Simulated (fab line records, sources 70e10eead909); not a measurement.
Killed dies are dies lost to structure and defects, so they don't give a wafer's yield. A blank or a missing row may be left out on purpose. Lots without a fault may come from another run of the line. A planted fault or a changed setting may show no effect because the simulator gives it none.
Which tool did it? | flow nand_harc | 11 lots, 33 wafers sampled, at 2 steps of a route of 1159

WHAT THE GAUGES READ, wafer by wafer
NHARC_P_ZERO_WELL_CD_MEAS_24: target cd 720 nm.
lot  | measured    | on        | cd_nm (nm)
L356 | day 2 02:28 | cd_sem-03 | 718.8 719.5 719.9
L359 | day 2 20:37 | cd_sem-02 | - - -
L361 | day 3 08:29 | cd_sem-01 | 720.2 721.8 719.0
L365 | day 4 08:35 | cd_sem-02 | 720.2 721.2 722.6
L369 | day 5 08:51 | cd_sem-03 | 720.9 723.3 721.3
L370 | day 5 14:28 | cd_sem-03 | 721.2 720.3 718.4
L371 | day 5 20:33 | cd_sem-03 | 719.7 724.3 720.3
L373 | day 6 08:36 | cd_sem-02 | 718.4 721.6 721.7
L374 | day 6 14:40 | cd_sem-03 | 717.3 718.9 722.5
L375 | day 6 20:29 | cd_sem-03 | 722.9 718.7 724.8
L377 | day 7 08:36 | cd_sem-03 | 723.1 720.8 720.4

WHICH TOOL RAN EACH LOT (tool, then ch and the chambers of the sampled wafers, then the start)
lot  | NHARC_P_ZERO_WELL_EXPOSE_21
L356 | krf_scanner-01 ch 0, day 2 02:19
L359 | krf_scanner-01 ch 0, day 2 20:28
L361 | krf_scanner-03 ch 0, day 3 08:19
L365 | krf_scanner-02 ch 0, day 4 08:26
L369 | krf_scanner-02 ch 0, day 5 08:41
L370 | krf_scanner-02 ch 0, day 5 14:18
L371 | krf_scanner-02 ch 0, day 5 20:24
L373 | krf_scanner-03 ch 0, day 6 08:27
L374 | krf_scanner-02 ch 0, day 6 14:30
L375 | krf_scanner-01 ch 0, day 6 20:19
L377 | krf_scanner-01 ch 0, day 7 08:26
- NHARC_P_ZERO_WELL_EXPOSE_21: exposes mask P NWELL, target cd 720 nm.

THE ANSWER, worked out from the rows above alone
Rule: what is usual is taken from the lots themselves. Put in order of their means at a reading, lots are off if they are a third of the lots or fewer, leave a main group of 4 or more, and stand apart from it by a gap of 3 or more times the standard deviation of the main group's means; of several such gaps the widest counts. A main group whose means are all the same, to the digits that the tables above print for the reading, isn't used. A lot without any number at a reading at which 4 lots or more have one is off too. The other lots that the step has rows for count as sound.
Off: L359, at NHARC_P_ZERO_WELL_CD_MEAS_24 (cd_nm). Without a number there: L359. The main group: mean 720.8 nm, standard deviation 0.92.
A tool fits if, at a process step before that reading, it ran every lot that is off, and no sound lot after the first of them. The gauges at NHARC_P_ZERO_WELL_CD_MEAS_24 are tried like those tools. None of those tried fits.

WHAT THE SIMULATOR HAD PUT IN
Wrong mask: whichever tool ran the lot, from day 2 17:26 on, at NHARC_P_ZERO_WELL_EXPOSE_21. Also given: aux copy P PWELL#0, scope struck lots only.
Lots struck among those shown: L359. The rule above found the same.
